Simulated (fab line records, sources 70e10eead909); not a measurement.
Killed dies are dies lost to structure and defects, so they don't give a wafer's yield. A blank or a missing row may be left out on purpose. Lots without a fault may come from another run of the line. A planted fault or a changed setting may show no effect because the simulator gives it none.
Chamber matching | flow nand_harc | NHARC_A_STAIRCASE_TRIM_16 on rie_diel-04: 4 sister chambers
The step chemistry O2, time 211.2 s. 4 wafers are shown with their chamber, then 6 later ones without.

WAFERS WITH THEIR CHAMBER
wafer  | chamber | drypump_motor_current_A (A)
L498.5 | 1       | 5.3
L502.1 | 2       | 5.7
L502.3 | 0       | 5.3
L502.4 | 3       | 6.4

WAFERS WITHOUT THEIR CHAMBER
wafer  | drypump_motor_current_A (A)
L500.1 | 5.3
L500.2 | 5.3
L500.4 | 5.6
L509.4 | 6.5
L510.3 | 6.5
L510.4 | 5.2

WHICH CHAMBER EACH WENT THROUGH
wafer  | from the rows above     | in truth
L500.1 | can't be placed: 0 or 1 | 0
L500.2 | can't be placed: 0 or 1 | 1
L500.4 | 2                       | 2
L509.4 | 3                       | 3
L510.3 | 3                       | 3
L510.4 | can't be placed: 0 or 1 | 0
Placed correctly: 3 of 6. Can't be placed from these rows: 3 (the true chamber is among the candidates in 3). Placed wrongly: 0.
How it was worked out, from the rows above alone: a wafer's distance from a chamber is the root of the sum, over the readings, of the square of ((its reading less the chamber's mean) divided by the reading's scatter). The wafer belongs to the nearest chamber; if the next one is less than 2 further off, it can't be placed. A chamber's mean is the mean of its shown wafers. The scatter: with one shown wafer a chamber, the root of the mean of the squares of how far each hidden wafer lies from its nearest shown one.
